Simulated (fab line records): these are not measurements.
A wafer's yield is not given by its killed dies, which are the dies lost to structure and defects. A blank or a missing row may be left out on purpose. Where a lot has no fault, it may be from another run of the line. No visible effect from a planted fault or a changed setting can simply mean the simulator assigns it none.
fab line records	flow n5_finfet	part 2 of 2: steps 5 to 6 of 6
[record] lots = 22	wafers = 66	last_day = 19
route steps=1938 shown WELL_APT@44 PMOS_HMC_CHANNEL_EPI@67 FIN_SAQP@112
lots untouched by any fault: they come from a run of this same line in which no faults occurred
start_h: hours from the record's opening day to when the first of the lot's shown wafers began	wait_h: hours since the lot's step before	" identical to the entry in the row above	L1.1+2: several wafers, shown together as one row	- either no value or no given start	* or withheld: withheld	< > ~ a bound
route shown NAME@n: names a module that has steps shown in the file, with the first one's number in the route	usual: the fault-free wafers' mean and standard deviation	same: alike in all rows	chamber/n: place in a boat	sites: per-site readings	_std_site: standard deviation of those values	_edge_site: mean of outer sites minus mean of inner sites	radius_mm: for every site, how far away it sits from the centre of the wafer	mask NAME#n: copy n	behind: tool/chamber where the wafer was last shaped	hold: reason for holding the lot/hours on hold/outcome of the hold	device: whichever transistor did not switch (one of n, p or np)	end of line: at the end of the route, the tests of the same wafers	a step with no rows: only its recipe	killed: dies that structure and defects cost at the first sort, which is not the same as the wafer's yield	map: a wafer's dies, marking killed ones x, the rest . and places with no die _
set.NAME: the run value of the setting; set.NAME@STEP: its run value at that earlier step	model.NAME: the simulator's own value behind a step, which no gauge read
the route's steps for a sample of lots (tables are steps, rows are wafers)
services: when a tool's chamber went out of use (start_h, in hours from the record's first day, below 0 if earlier), for how many hours, and the reason
[[steps]]
[step N5_FIN_SAQP_HM_OPEN_33]
[recipe] chemistry = CH3F/O2	target = SiNx	mask_material = SiO2	target_depth_a = 494	time_s = 70.6	pressure_mtorr = 30	source_w = 395	bias_w = 73	Ar_flow_sccm = 150	CH3F_flow_sccm = 30	O2_flow_sccm = 20	ion_energy_ev = 120	ends = cleared
[usual] O2_flow_sccm = 20.01/0.064	drypump_motor_current_A = 5.5/0.4	etch_rf_on_time_s = 68.6/1.4	oes_ar_750_au = 0.78/0.092	oes_product_au = 0.67/0.084	rf_fwd_power_W = 390.6/1.6	rf_vpp_V = 296/5.6	showerhead_plenum_p_Torr = 2.00/0.074	throttle_valve_pct = 16.38/0.26
lot.wafer	tool	chamber	start_h	wait_h	O2_flow_sccm	drypump_motor_current_A	etch_rf_on_time_s	oes_ar_750_au	oes_product_au	rf_fwd_power_W	rf_hours_counter_h	rf_vpp_V	showerhead_plenum_p_Torr	throttle_valve_pct
L075.1	rie_diel-01	1	33.84	0.2	19.98	5.2	68.5	0.73	0.62	391.9	201	296	2.07	16.41
L075.2	"	3	"	"	19.99	4.9	67.5	0.70	0.59	390.5	236	305	2.05	16.52
L075.6	"	1	"	"	19.94	5.2	69.0	0.73	0.61	393.0	-	296	2.07	16.41
L076.1	rie_diel-01	0	39.05	0.0	20.05	5.5	67.9	0.70	0.59	391.6	214	301	1.99	16.59
L076.3	"	1	"	"	20.06	5.3	67.9	0.73	0.62	392.5	203	297	2.07	16.41
L076.6	"	3	"	"	20.05	4.9	70.4	0.70	0.58	389.5	-	304	2.05	16.54
L077.1	rie_diel-04	0	45.53	0.0	20.05	5.1	68.8	0.71	0.61	391.2	215	295	1.99	16.68
L077.4	"	3	"	"	19.88	5.9	69.1	0.71	0.60	390.3	223	286	1.89	16.68
L077.5	"	1	"	"	20.05	6.5	68.5	0.97	0.83	392.5	-	301	1.97	16.47
L078.1	rie_diel-04	2	50.26	0.1	19.93	5.4	67.3	0.86	0.75	387.0	46	296	2.04	15.97
L078.3	"	1	"	"	20.07	6.5	66.6	0.97	0.84	392.4	5	302	1.97	16.47
L078.5	"	2	"	"	19.97	5.5	68.6	0.85	0.75	390.3	-	296	2.04	15.95
L079.1	rie_diel-04	2	57.46	0.0	20.09	5.4	67.2	0.84	0.75	387.1	47	296	2.04	15.96
L079.4	"	0	"	"	19.98	5.1	68.1	0.71	0.60	391.1	219	298	1.99	16.66
L079.6	"	2	"	"	20.06	5.4	69.1	0.85	0.73	388.9	-	296	2.04	15.98
L080.2	rie_diel-03	3	62.50	0.0	20.03	5.5	68.9	0.83	0.70	387.4	55	291	2.11	16.07
L080.5	"	3	"	"	20.08	5.5	70.3	0.83	0.71	388.7	-	292	2.11	16.06
L080.6	"	2	"	"	19.89	5.6	67.8	0.79	0.68	390.5	-	293	1.94	16.40
L081.1	rie_diel-04	1	68.89	0.0	20.05	6.5	66.8	0.94	0.81	392.8	11	301	1.97	16.48
L081.3	"	0	"	"	19.98	5.1	68.1	0.70	0.60	389.6	223	298	1.99	16.70
L081.6	"	1	"	"	19.98	6.5	68.4	0.94	0.80	393.3	-	301	1.97	16.47
L082.2	rie_diel-04	1	74.73	0.0	20.07	6.5	66.4	0.93	0.80	391.6	13	303	1.97	16.48
L082.4	"	2	"	"	20.08	5.4	69.4	0.85	0.74	386.7	53	297	2.03	15.98
L082.5	"	3	"	"	20.01	5.9	69.2	0.71	0.59	391.2	-	287	1.89	16.66
L083.1	rie_diel-01	2	80.49	0.0	19.95	5.9	68.3	0.72	0.60	391.3	198	287	1.91	16.49
L083.4	"	2	"	"	20.02	5.9	69.8	0.72	0.61	391.3	-	287	1.91	16.50
L083.5	"	0	"	"	19.99	5.4	69.2	0.69	0.58	390.5	-	301	1.98	16.62
L084.1	rie_diel-04	0	87.63	0.0	19.95	5.2	67.6	0.70	0.59	391.7	230	297	1.98	16.71
L084.5	"	3	"	"	19.99	5.9	69.7	0.70	0.60	392.9	-	287	1.89	16.69
L084.6	"	2	"	"	19.89	5.4	70.0	0.83	0.73	387.9	-	296	2.03	15.98
L085.1	rie_diel-04	0	93.35	0.0	20.11	5.1	69.1	0.71	0.59	390.9	233	298	1.98	16.72
L085.4	"	3	"	"	20.05	5.9	70.8	0.70	0.58	391.6	240	286	1.89	16.71
L085.5	"	3	"	"	20.02	5.9	68.5	0.69	0.60	391.3	-	286	1.88	16.70
L087.1	rie_diel-01	0	106.31	0.1	19.96	5.5	69.1	0.68	0.58	390.1	243	301	1.98	16.63
L087.5	"	2	"	"	19.93	5.9	68.3	0.72	0.60	388.9	-	287	1.90	16.50
L087.6	"	1	"	"	20.01	5.3	69.2	0.71	0.60	391.8	-	297	2.06	16.46
L088.2	rie_diel-01	2	111.50	0.0	19.98	6.0	68.8	0.71	0.60	390.5	211	288	1.90	16.50
L088.3	"	3	"	"	19.96	5.0	67.4	0.97	0.84	386.9	4	294	2.05	16.03
L088.5	"	2	"	"	20.00	5.9	70.7	0.71	0.59	392.0	-	287	1.90	16.51
L089.1	rie_diel-04	1	117.60	0.0	19.96	6.5	65.7	0.90	0.78	393.7	27	300	1.97	16.53
L089.3	"	2	"	"	20.02	5.4	68.6	0.83	0.72	389.0	69	297	2.03	16.00
L089.4	"	0	"	"	20.04	5.1	69.6	0.69	0.59	393.9	242	296	1.98	16.72
L090.4	rie_diel-01	3	121.98	0.0	20.11	5.0	68.2	0.96	0.83	389.3	7	297	2.05	16.04
L090.5	"	1	"	"	19.91	5.2	69.3	0.71	0.60	391.5	-	296	2.05	16.45
L090.6	"	0	"	"	20.00	5.5	71.9	0.67	0.58	389.9	-	301	1.98	16.65
L091.1	rie_diel-03	0	127.83	0.1	20.05	5.3	66.5	0.77	0.67	388.6	120	308	1.93	16.30
L091.2	"	1	"	"	19.99	5.3	65.7	0.93	0.80	391.5	21	298	2.14	15.96
L091.4	"	3	"	"	19.96	5.4	69.1	0.80	0.69	391.0	74	291	2.10	16.09
L092.4	rie_diel-04	1	134.78	0.1	20.02	6.5	68.1	0.89	0.77	392.8	-	302	1.96	16.52
L092.5	"	0	"	"	19.96	5.1	69.9	0.69	0.59	391.2	-	296	1.98	16.73
L092.6	"	2	"	"	20.05	5.4	70.2	0.82	0.70	387.4	-	296	2.03	16.01
L093.2	rie_diel-03	3	140.16	0.0	20.14	5.5	69.2	0.80	0.68	390.5	78	291	2.10	16.10
L093.3	"	1	"	"	20.09	5.3	66.8	0.91	0.79	390.4	25	297	2.14	15.96
L093.5	"	0	"	"	20.04	5.4	70.2	0.77	0.66	389.8	-	308	1.93	16.33
L094.1	rie_diel-01	3	146.61	0.2	20.01	4.9	68.2	0.93	0.80	389.3	18	295	2.04	16.06
L094.2	"	1	"	"	19.99	5.3	68.5	0.70	0.59	393.2	247	298	2.05	16.49
L094.3	"	2	"	"	20.18	5.9	69.4	0.71	0.59	391.4	226	287	1.90	16.54
L095.1	rie_diel-03	2	152.78	0.1	19.97	5.6	64.8	0.77	0.67	388.8	115	293	1.93	16.42
L095.3	"	3	"	"	19.94	5.4	69.7	0.79	0.68	390.5	83	291	2.10	16.11
L095.5	"	3	"	"	19.96	5.5	70.3	0.79	0.68	390.2	-	291	2.10	16.12
L096.1	rie_diel-03	1	158.12	0.0	19.93	5.3	66.0	0.91	0.79	391.5	29	297	2.14	15.97
L096.5	"	1	"	"	19.90	5.3	66.2	0.91	0.78	391.6	-	296	2.14	15.99
L096.6	"	2	"	"	19.92	5.6	68.5	0.77	0.66	387.6	-	293	1.93	16.45
L097.1	rie_diel-03	0	163.29	0.2	20.10	5.4	71.3	0.76	0.66	389.2	127	306	1.93	16.34
L097.3	"	1	"	"	19.92	5.3	65.4	0.92	0.78	390.3	30	296	2.14	15.97
L097.5	"	1	"	"	19.95	5.3	67.1	0.91	0.78	390.0	-	297	2.14	15.97
[step N5_FIN_SAQP_ETCH_34]
[recipe] chemistry = C4F6/O2	target = SiO2	target_depth_a = 450	time_s = 15	ion_energy_ev = 250	pressure_mtorr = 30	source_w = 345	bias_w = 185	Ar_flow_sccm = 300	C4F6_flow_sccm = 10	O2_flow_sccm = 10	ends = cleared
[usual] O2_flow_sccm = 9.997/0.028	drypump_motor_current_A = 5.5/0.4	etch_rf_on_time_s = 14.92/0.24	oes_ar_750_au = 0.78/0.092	oes_product_au = 0.67/0.083	rf_fwd_power_W = 336.5/1	rf_vpp_V = 661/12	showerhead_plenum_p_Torr = 2.84/0.1	throttle_valve_pct = 21.11/0.24
lot.wafer	tool	chamber	start_h	wait_h	O2_flow_sccm	drypump_motor_current_A	etch_rf_on_time_s	oes_ar_750_au	oes_product_au	rf_fwd_power_W	rf_hours_counter_h	rf_vpp_V	showerhead_plenum_p_Torr	throttle_valve_pct
L075.1	rie_diel-01	1	33.91	0.0	9.982	5.2	15.06	0.73	0.62	336.1	201	665	2.94	21.11
L075.2	"	3	"	"	9.963	5.0	15.12	0.69	0.59	335.5	236	683	2.92	21.21
L075.6	"	1	"	"	10.022	5.3	15.11	0.73	0.62	337.4	-	664	2.94	21.09
L076.1	rie_diel-01	0	39.12	0.0	9.992	5.5	15.18	0.70	0.60	336.2	214	674	2.83	21.29
L076.3	"	1	"	"	10.002	5.2	15.06	0.73	0.62	334.3	203	666	2.94	21.09
L076.6	"	3	"	"	9.970	4.9	15.07	0.70	0.59	334.7	-	685	2.92	21.22
L077.1	rie_diel-04	0	45.60	0.0	9.983	5.1	14.88	0.71	0.61	333.1	215	665	2.83	21.41
L077.4	"	3	"	"	9.976	5.9	14.94	0.72	0.60	336.6	223	643	2.69	21.34
L077.5	"	1	"	"	9.957	6.5	14.69	0.98	0.83	336.1	-	673	2.81	21.31
L078.1	rie_diel-04	2	50.33	0.0	9.958	5.5	15.06	0.85	0.74	334.9	46	666	2.90	20.72
L078.3	"	1	"	"	10.030	6.5	14.57	0.96	0.83	335.1	5	673	2.81	21.32
L078.5	"	2	"	"	10.006	5.4	15.07	0.85	0.74	339.0	-	664	2.90	20.73
L079.1	rie_diel-04	2	57.53	0.0	9.980	5.5	15.12	0.85	0.74	335.6	48	666	2.90	20.73
L079.4	"	0	"	"	10.047	5.1	15.05	0.71	0.59	335.1	219	664	2.83	21.39
L079.6	"	2	"	"	10.018	5.4	15.25	0.85	0.74	336.1	-	664	2.90	20.73
L080.2	rie_diel-03	3	62.57	0.0	10.039	5.5	15.42	0.83	0.71	338.4	55	652	2.99	20.77
L080.5	"	3	"	"	9.997	5.4	15.31	0.83	0.70	337.0	-	652	2.99	20.77
L080.6	"	2	"	"	9.941	5.5	14.93	0.80	0.68	335.7	-	654	2.76	21.13
L081.1	rie_diel-04	1	68.95	0.0	9.978	6.5	14.76	0.94	0.81	334.1	11	675	2.81	21.32
L081.3	"	0	"	"	10.035	5.1	14.93	0.70	0.60	335.2	223	664	2.83	21.39
L081.6	"	1	"	"	9.968	6.5	14.79	0.94	0.80	336.0	-	673	2.81	21.31
L082.2	rie_diel-04	1	74.80	0.0	9.943	6.5	14.50	0.94	0.81	337.5	13	673	2.81	21.34
L082.4	"	2	"	"	9.939	5.4	14.91	0.85	0.74	336.3	53	665	2.90	20.73
L082.5	"	3	"	"	10.022	5.9	14.74	0.71	0.61	336.7	-	641	2.69	21.35
L083.1	rie_diel-01	2	80.56	0.0	10.020	5.9	15.14	0.72	0.61	336.3	198	642	2.72	21.15
L083.4	"	2	"	"	10.017	6.0	15.00	0.72	0.61	337.3	-	643	2.72	21.16
L083.5	"	0	"	"	9.977	5.4	15.23	0.68	0.58	338.0	-	674	2.82	21.34
L084.1	rie_diel-04	0	87.70	0.0	10.026	5.1	14.69	0.70	0.60	337.0	230	663	2.83	21.42
L084.5	"	3	"	"	10.008	5.9	14.75	0.70	0.60	335.1	-	641	2.69	21.36
L084.6	"	2	"	"	9.987	5.4	14.84	0.84	0.74	335.5	-	664	2.89	20.74
L085.1	rie_diel-04	0	93.42	0.0	10.007	5.2	14.97	0.70	0.59	337.4	233	663	2.82	21.42
L085.4	"	3	"	"	10.020	5.8	14.87	0.70	0.60	335.4	240	640	2.69	21.35
L085.5	"	3	"	"	9.985	5.9	14.85	0.70	0.59	336.5	-	643	2.69	21.36
L087.1	rie_diel-01	0	106.38	0.0	9.959	5.5	15.21	0.68	0.58	337.3	243	674	2.82	21.33
L087.5	"	2	"	"	10.017	5.9	15.02	0.72	0.60	335.9	-	642	2.71	21.17
L087.6	"	1	"	"	10.042	5.2	15.22	0.71	0.60	335.9	-	665	2.93	21.13
L088.2	rie_diel-01	2	111.57	0.0	10.025	6.0	14.97	0.72	0.60	336.5	211	642	2.71	21.17
L088.3	"	3	"	"	10.002	5.0	14.65	0.98	0.85	334.8	4	659	2.91	20.80
L088.5	"	2	"	"	9.998	5.9	15.03	0.71	0.60	335.6	-	641	2.71	21.18
L089.1	rie_diel-04	1	117.67	0.0	9.937	6.5	14.68	0.90	0.78	336.7	27	674	2.80	21.34
L089.3	"	2	"	"	9.972	5.5	15.07	0.83	0.72	334.6	69	666	2.89	20.75
L089.4	"	0	"	"	9.976	5.1	14.92	0.69	0.58	338.4	242	663	2.82	21.44
L090.4	rie_diel-01	3	122.05	0.0	10.008	4.9	14.67	0.97	0.83	335.0	7	661	2.91	20.81
L090.5	"	1	"	"	9.962	5.2	15.14	0.70	0.59	337.3	-	665	2.92	21.16
L090.6	"	0	"	"	10.049	5.5	15.24	0.67	0.57	337.0	-	673	2.81	21.36
L091.1	rie_diel-03	0	127.90	0.0	10.009	5.4	15.02	0.77	0.66	337.1	120	686	2.75	21.03
L091.2	"	1	"	"	10.012	5.3	14.39	0.93	0.79	337.1	21	665	3.03	20.75
L091.4	"	3	"	"	10.054	5.4	15.09	0.81	0.69	336.7	74	653	2.99	20.79
L092.4	rie_diel-04	1	134.83	0.0	9.981	6.5	14.63	0.90	0.77	334.2	-	672	2.80	21.36
L092.5	"	0	"	"	9.995	5.1	14.84	0.69	0.59	337.4	-	662	2.82	21.44
L092.6	"	2	"	"	9.995	5.4	15.00	0.82	0.71	336.5	-	663	2.89	20.77
L093.2	rie_diel-03	3	140.23	0.0	9.999	5.5	15.18	0.80	0.68	336.3	78	652	2.98	20.81
L093.3	"	1	"	"	10.027	5.3	14.40	0.92	0.79	336.5	25	663	3.03	20.73
L093.5	"	0	"	"	9.983	5.4	15.08	0.77	0.67	336.8	-	688	2.75	21.04
L094.1	rie_diel-01	3	146.68	0.0	9.994	4.9	14.70	0.93	0.80	337.6	18	658	2.90	20.82
L094.2	"	1	"	"	10.023	5.2	15.08	0.69	0.59	336.8	247	663	2.92	21.16
L094.3	"	2	"	"	9.990	6.0	15.15	0.71	0.59	335.3	226	642	2.70	21.18
L095.1	rie_diel-03	2	152.85	0.0	9.974	5.5	14.67	0.77	0.66	335.9	115	653	2.75	21.19
L095.3	"	3	"	"	10.008	5.5	15.24	0.80	0.67	336.5	83	652	2.98	20.82
L095.5	"	3	"	"	9.989	5.5	15.12	0.80	0.68	336.2	-	652	2.98	20.82
L096.1	rie_diel-03	1	158.19	0.0	9.945	5.4	14.39	0.91	0.78	337.2	29	663	3.03	20.75
L096.5	"	1	"	"	10.016	5.4	14.39	0.91	0.79	336.7	-	663	3.03	20.74
L096.6	"	2	"	"	9.950	5.6	14.66	0.77	0.66	336.8	-	654	2.75	21.19
L097.1	rie_diel-03	0	163.36	0.0	9.978	5.3	15.02	0.76	0.66	335.3	127	687	2.75	21.03
L097.3	"	1	"	"	10.006	5.3	14.40	0.91	0.78	336.4	30	663	3.03	20.74
L097.5	"	1	"	"	10.035	5.3	14.49	0.91	0.79	337.4	-	664	3.03	20.76
[[services]]
tool	chamber	start_h	hours	kind
rie_diel-03	2	3.23	6.0	repair
rie_diel-01	-	7.89	15.6	pm
rie_diel-04	1	22.90	-	clean
rie_diel-04	1	22.90	-	consumable_replace:focus_ring
rie_diel-04	1	22.90	13.8	scheduled_down
rie_diel-04	1	22.90	13.8	vent_cycle
rie_diel-01	3	32.21	1.2	repair
rie_diel-05	0	32.32	29.0	repair
rie_diel-04	3	35.70	3.2	repair
rie_diel-06	1	36.08	7.9	repair
rie_diel-01	1	44.79	3.1	repair
rie_diel-05	3	51.80	1.8	repair
rie_diel-04	1	80.43	8.6	repair
rie_diel-01	2	88.49	2.0	repair
rie_diel-06	-	95.50	1.1	repair
rie_diel-02	0	110.40	10.7	repair
rie_diel-03	-	111.08	2.8	pm
rie_diel-04	3	128.01	-	clean
rie_diel-04	3	128.01	-	consumable_replace:focus_ring
rie_diel-04	3	128.01	-	consumable_replace:showerhead
rie_diel-04	3	128.01	28.4	scheduled_down
rie_diel-04	3	128.01	28.4	vent_cycle
rie_diel-02	-	134.86	0.7	repair
rie_diel-03	0	149.41	9.5	repair
